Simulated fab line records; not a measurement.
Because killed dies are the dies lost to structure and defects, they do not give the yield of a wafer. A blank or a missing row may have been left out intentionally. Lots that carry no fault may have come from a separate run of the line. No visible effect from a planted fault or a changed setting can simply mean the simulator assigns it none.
Chamber matching	flow n5Finfet	N5_SD_EPI_N_ETCH_45 on rieDiel-04: 4 sister chambers
The step etches SiOCN in CH3F/O2, target depth 6 nm. 8 wafers are shown with their chamber, then 7 later ones without.

EACH WAFER AND ITS CHAMBER
wafer	chamber	showerheadPlenumPTorr (Torr)	drypumpMotorCurrentA (A)
L078.2	3	1.92	5.0
L082.2	3	1.91	5.0
L082.6	1	1.96	5.8
L083.1	2	2.13	5.1
L083.2	0	2.15	5.5
L083.5	0	2.15	5.5
L086.1	2	2.12	5.1
L086.4	1	1.96	5.9

WAFERS MISSING THEIR CHAMBER
wafer	showerheadPlenumPTorr (Torr)	drypumpMotorCurrentA (A)
L086.5	2.14	5.6
L091.2	1.91	5.0
L091.3	2.12	5.1
L091.5	2.14	5.6
L092.2	2.12	5.1
L092.4	1.95	5.9
L092.5	2.14	5.6

CHAMBER TAKEN BY EACH
wafer	from the rows above	in truth
L086.5	0	0
L091.2	3	3
L091.3	2	2
L091.5	0	0
L092.2	2	2
L092.4	1	1
L092.5	0	0
Correct placement for 7 of the 7. Number that these rows cannot place: 0. Placed wrongly: 0.
How it was worked out, from the rows above alone: a wafer's distance from a chamber is the root of the sum, over the readings, of the square of ((its reading less the chamber's mean) divided by the reading's scatter). If the next closest chamber is less than 2 further off than the closest, the wafer can't be placed; otherwise it belongs to the closest. For every chamber, the mean is computed from those of its wafers that are shown. How the scatter is found: for the shown wafers, subtract from each reading the mean of its chamber, square and add these, divide the total by (wafers less chambers), then take the root.
